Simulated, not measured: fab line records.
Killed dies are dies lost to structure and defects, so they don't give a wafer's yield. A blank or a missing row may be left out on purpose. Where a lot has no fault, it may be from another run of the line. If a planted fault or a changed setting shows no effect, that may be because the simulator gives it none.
Comparing a struck lot with a sound one || flow n5-finfet || 13 steps out of a route of 1938
Sound: wafers L108.2, L108.3, L108.4. Wafers struck: L106.3, L106.4, L106.6. The cause comes at the end.
At each step with rows: each side's tool, then ch and its chambers, then its first start. Under that, the readings that differ: sound wafers || struck wafers || difference of the means || sigmas: that difference in standard deviations of wafers without a fault.
alike: readings with means less than 2 such deviations apart, plus words and numbers identical on both sides. not compared: withheld readings, readings lacking a value on some wafer, bounds such as >300 that could conceal the same value, and numbers that have no deviation in the record and whose values overlap.
The two part at a step that has a row with sigmas, a row that says differs or no value, or rows on one side only. Non-overlapping numbers with no deviation appear without sigmas and do not part them. Lack of a reading on every wafer of one side parts them only where that side has two or more wafers.

first, 9 steps without rows for these wafers: N5_BEOL_M3_EXPOSE_08 (exposes mask M3); N5_BEOL_M3_PEB_09 (peb time 60 s); N5_BEOL_M3_DEVELOP_10 (develop time 30 s); N5_BEOL_M3_DESCUM_16 (chemistry O2, time 7 s); N5_BEOL_M3_ETCH_74 (etches underlayer in N2/H2, target depth 6.5 nm, time 5.2 s); N5_BEOL_M3_ETCH_63 (etches SiARC in CF4, target depth 15.6 nm, time 26 s); N5_BEOL_M3_ETCH_64 (etches SOC in N2/H2, target depth 75 nm, overetch 15 nm, time 112.5 s); N5_BEOL_M3_STRIP_65 (strips in N2/H2); N5_BEOL_M3_STRIP_75 (strips in N2/H2).
N5_BEOL_M3_STRIP_66: strips in CF4.
  sound on rie-diel-03 ch 0,2, day 13 12:38; struck on rie-diel-03 ch 2,3, day 13 08:28
  no value came back on the struck wafers for any of 9 readings (bias-power-w (W), cf4-flow-sccm (sccm) and others); on the sound wafers bias-power-w (W) reads 74.71 75.16 75.09
{"reading": "model.SiARC_of_BEOL_M3_COAT_62.thk-nm (nm)", "sound": "0 0 0", "struck": "6.8 6.8 6.8", "difference": "+6.8", "sigmas": ""}
  not compared: rf-hours-counter-h
N5_BEOL_M3_HM_OPEN_17: chemistry Cl2/BCl3, target TiN, target depth 20 nm, overetch 6 nm.
  sound on rie-metal-03 ch 0,1, day 13 12:41; struck on rie-metal-02 ch 0, day 13 08:34
{"reading": "drypump-motor-current-A (A)", "sound": "5.5 5.3 5.5", "struck": "6.2 6.3 6.3", "difference": "+0.8", "sigmas": "+2"}
{"reading": "model.SiARC_of_BEOL_M3_COAT_62.thk-nm (nm)", "sound": "0 0 0", "struck": "0.4 0.4 0.4", "difference": "+0.4", "sigmas": ""}
  alike: bias-w, chamber-pressure-mTorr, oes-product-au, throttle-valve-pct
  not compared: rf-hours-counter-h
then, 1 step without rows for these wafers: N5_BEOL_M3_STRIP_19 (strips in O2).
-- record jumps: 4 days separate the struck wafers' starts on either side; left off in module BEOL_M3, taken up again in module BEOL_M4, whose first shown step is the route's number 1111 --
N5_BEOL_M4_RC_MEAS_101:
  sound on prober-02 ch 0, day 17 06:13; struck on prober-02 ch 0, day 17 01:40
{"reading": "VT_N (mV)", "sound": "245.8 245.2 247.4", "struck": "252.5 251.9 251.1", "difference": "+5.7", "sigmas": "+2"}
  alike: DIBL_N, DIBL_P, IOFF_N, IOFF_P, ION_N, ION_P, SS_N, SS_P, VT_P

## WHERE THEY PART
Last at N5_BEOL_M4_RC_MEAS_101 as far as this record goes, first at N5_BEOL_M3_STRIP_66.

WHY: what had been put in by the simulator
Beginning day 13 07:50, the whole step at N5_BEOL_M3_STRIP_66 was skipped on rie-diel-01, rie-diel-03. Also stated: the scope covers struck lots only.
